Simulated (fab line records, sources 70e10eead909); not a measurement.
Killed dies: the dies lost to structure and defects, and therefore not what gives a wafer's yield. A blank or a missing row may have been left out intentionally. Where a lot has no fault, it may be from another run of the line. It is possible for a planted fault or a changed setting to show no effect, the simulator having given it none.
What tool caused it? / flow nand harc / Sampling: 6 lots, 18 wafers, 5 of 1302 route steps

== WHAT EACH GAUGE READ, for each wafer ==
NHARC_END_SORT_01.
lot=L419; measured=day 29 09:58; on=prober-01; killed at array=48 243 43

== WHAT TOOL EACH LOT RAN ON (gives the tool, then ch and the chambers of the sampled wafers, and finally the start) ==
lot=L408; NHARC_A_STAIRCASE_DESCUM_168=rie diel-10 ch 0,2, day 15 18:01; NHARC_A_STAIRCASE_ETCH_15=rie diel-11 ch 0,1,3, day 15 20:20; NHARC_A_STAIRCASE_ETCH_23=rie diel-11 ch 0,1, no start; NHARC_A_STAIRCASE_TRIM_26=rie diel-11 ch 2,3, no start
lot=L419; NHARC_A_STAIRCASE_DESCUM_168=rie diel-05 ch 0,1,2, day 20 14:22; NHARC_A_STAIRCASE_ETCH_15=rie diel-05 ch 1,2,3, day 20 17:40; NHARC_A_STAIRCASE_ETCH_23=rie diel-11 ch 1,2, day 29 09:58 or earlier; NHARC_A_STAIRCASE_TRIM_26=rie diel-11 ch 1,3, day 29 09:58 or earlier
lot=L423; NHARC_A_STAIRCASE_DESCUM_168=rie diel-10 ch 0,1,3, day 22 05:34; NHARC_A_STAIRCASE_ETCH_15=rie diel-11 ch 1,2,3, day 22 07:47; NHARC_A_STAIRCASE_ETCH_23=rie diel-10 ch 1,2, no start; NHARC_A_STAIRCASE_TRIM_26=rie diel-10 ch 0,2,3, no start
lot=L427; NHARC_A_STAIRCASE_DESCUM_168=rie diel-11 ch 1,3, day 23 21:17; NHARC_A_STAIRCASE_ETCH_15=rie diel-11 ch 2,3, day 23 23:37; NHARC_A_STAIRCASE_ETCH_23=rie diel-11 ch 1,3, no start; NHARC_A_STAIRCASE_TRIM_26=rie diel-11 ch 0,2,3, no start
lot=L429; NHARC_A_STAIRCASE_DESCUM_168=rie diel-05 ch 1,2, day 24 15:44; NHARC_A_STAIRCASE_ETCH_15=rie diel-05 ch 0,1, day 24 18:04; NHARC_A_STAIRCASE_ETCH_23=rie diel-10 ch 1,2,3, no start; NHARC_A_STAIRCASE_TRIM_26=rie diel-10 ch 2,3, no start
lot=L431; NHARC_A_STAIRCASE_DESCUM_168=rie diel-11 ch 0,1,3, day 25 02:43; NHARC_A_STAIRCASE_ETCH_15=rie diel-10 ch 0,2, day 25 05:10; NHARC_A_STAIRCASE_ETCH_23=rie diel-05 ch 0,3, no start; NHARC_A_STAIRCASE_TRIM_26=rie diel-05 ch 1,2, no start
- NHARC_A_STAIRCASE_DESCUM_168: chemistry O2, time 3 s.
- NHARC_A_STAIRCASE_ETCH_15: etches the open film in C4F8/O2, target depth 100 nm, time 40.5 s.
- NHARC_A_STAIRCASE_ETCH_23: etches the open film in C4F8/O2, target depth 100 nm, time 40.5 s.
- NHARC_A_STAIRCASE_TRIM_26: chemistry O2, time 211.2 s.

== THE ANSWER, worked out from the rows above alone ==
Rule: the usual values come from the lots themselves. The widest of any qualifying gaps counts: lots, ordered by their means at a reading, are off when they make up no more than a third of the lots, leave a main group of 4 or more, and stand apart from it by 3 or more times the standard deviation of that group's means. The tables above print the reading to a certain number of digits; a main group whose means all agree to those digits is not used. A lot without any number at a reading at which 4 lots or more have one is off too. All remaining lots with rows at the step are treated as sound.
Nothing can be told from this: no lot is off at any reading shown.

== WHAT THE SIMULATOR PUT IN ==
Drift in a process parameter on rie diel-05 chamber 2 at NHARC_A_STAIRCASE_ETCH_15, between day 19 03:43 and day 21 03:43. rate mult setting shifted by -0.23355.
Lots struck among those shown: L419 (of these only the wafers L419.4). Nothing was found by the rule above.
